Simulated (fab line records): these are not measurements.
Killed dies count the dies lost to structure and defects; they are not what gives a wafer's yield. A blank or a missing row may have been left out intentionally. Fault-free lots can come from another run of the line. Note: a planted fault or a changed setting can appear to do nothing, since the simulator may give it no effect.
Matching of chambers    flow nand_harc    rie_diel-12 running NHARC_A_BLC_ETCH_16: 4 sister chambers
The step etches the open film in CF4, target depth 39 nm, time 65 s. 4 wafers are shown with their chamber, then 9 later ones without.

WAFERS, EACH WITH ITS CHAMBER
wafer   chamber  drypump_motor_current_A (A)
L178.5  3        6.0
L177.1  2        5.7
L177.3  1        5.2
L177.5  0        6.5

WAFERS MISSING THEIR CHAMBER
wafer   drypump_motor_current_A (A)
L179.1  5.1
L179.2  5.7
L179.4  6.5
L182.1  5.2
L182.2  6.5
L182.5  5.1
L180.1  6.5
L180.5  5.7
L180.6  6.1

CHAMBER TAKEN BY EACH
wafer   from the rows above  in truth
L179.1  1                    1
L179.2  2                    2
L179.4  0                    0
L182.1  1                    1
L182.2  0                    0
L182.5  1                    1
L180.1  0                    0
L180.5  2                    2
L180.6  3                    3
9 of 9 placed correctly. Left unplaced by these rows: 0. Number placed wrongly: 0.
How it was worked out, from the rows above alone: a wafer's distance from a chamber is the root of the sum, over the readings, of the square of ((its reading less the chamber's mean) divided by the reading's scatter). The wafer belongs to the nearest chamber; if the next one is less than 2 further off, it can't be placed. The mean given for a chamber averages the wafers shown for that chamber. The scatter (one wafer shown for each chamber): square how far every hidden wafer sits from the nearest shown wafer, average those squares and take the square root.
